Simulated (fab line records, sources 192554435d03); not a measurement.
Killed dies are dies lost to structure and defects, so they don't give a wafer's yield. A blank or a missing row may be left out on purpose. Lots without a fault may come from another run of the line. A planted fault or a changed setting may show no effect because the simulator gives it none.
Chamber matching | flow n5_finfet | N5_GATE_CUT_CMP_61 on cmp-01: 4 sister chambers
The step polishes, stops on SiNx, t overpolish 3 s. 20 wafers are shown with their chamber, then 10 later ones without.

WAFERS WITH THEIR CHAMBER
wafer  | chamber | motor_current_A (A) | retaining_ring_pressure_frac
L075.1 | 0       | 12.3                | 0.995
L075.2 | 3       | 12.3                | 0.997
L075.3 | 2       | 13.3                | 0.997
L077.1 | 3       | 13.0                | 0.996
L077.3 | 2       | 13.4                | 1.006
L077.6 | 3       | 12.9                | 0.996
L079.3 | 2       | 13.8                | 0.995
L079.4 | 0       | 12.8                | 0.998
L079.5 | 0       | 12.7                | 0.997
L081.2 | 1       | 14.3                | 1.000
L081.3 | 3       | 12.6                | 1.001
L081.4 | 0       | 13.1                | 0.999
L083.1 | 1       | 14.2                | 0.999
L083.4 | 2       | 13.5                | 0.998
L083.5 | 2       | 13.4                | 1.002
L085.2 | 2       | 13.9                | 0.994
L085.3 | 0       | 12.7                | 0.990
L085.6 | 3       | 13.1                | 1.009
L089.2 | 3       | 13.2                | 0.997
L089.5 | 1       | 13.4                | 0.997

SIGNATURES (means of the wafers above)
reading                      | chamber 0 | chamber 1 | chamber 2 | chamber 3 | scatter within a chamber
motor_current_A              | 12.720    | 13.967    | 13.550    | 12.850    | 0.324
retaining_ring_pressure_frac | 0.99580   | 0.99867   | 0.99867   | 0.99933   | 0.00424
Rule: a wafer's distance from a chamber is the root of the sum, over the readings, of the square of ((its reading less the chamber's mean) divided by the reading's scatter). The wafer belongs to the nearest chamber; if the next one is less than 2 further off, it can't be placed. The scatter: the root of (the sum of the squares of (reading less its chamber's mean) over the shown wafers, divided by (wafers less chambers)).

WAFERS WITHOUT THEIR CHAMBER
wafer  | motor_current_A (A) | retaining_ring_pressure_frac
L089.6 | 13.4                | 0.998
L090.2 | 13.1                | 1.005
L090.3 | 13.1                | 1.001
L090.5 | 12.2                | 0.996
L093.3 | 12.4                | 1.002
L093.5 | 12.7                | 1.004
L093.6 | 12.4                | 0.999
L097.2 | 13.4                | 0.996
L097.5 | 13.1                | 0.998
L097.6 | 12.6                | 0.994

WHICH CHAMBER EACH WENT THROUGH
wafer  | from the rows above               | in truth
L089.6 | can't be placed: 2 or 3 or 1 or 0 | 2
L090.2 | can't be placed: 3 or 2 or 0 or 1 | 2
L090.3 | can't be placed: 3 or 2 or 0 or 1 | 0
L090.5 | can't be placed: 0 or 3           | 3
L093.3 | can't be placed: 3 or 0           | 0
L093.5 | can't be placed: 3 or 0 or 2      | 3
L093.6 | can't be placed: 0 or 3           | 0
L097.2 | can't be placed: 2 or 1 or 3 or 0 | 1
L097.5 | can't be placed: 3 or 0 or 2 or 1 | 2
L097.6 | can't be placed: 0 or 3           | 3
Placed correctly: 0 of 10. Can't be placed from these rows: 10 (the true chamber is among the candidates in 10). Placed wrongly: 0.
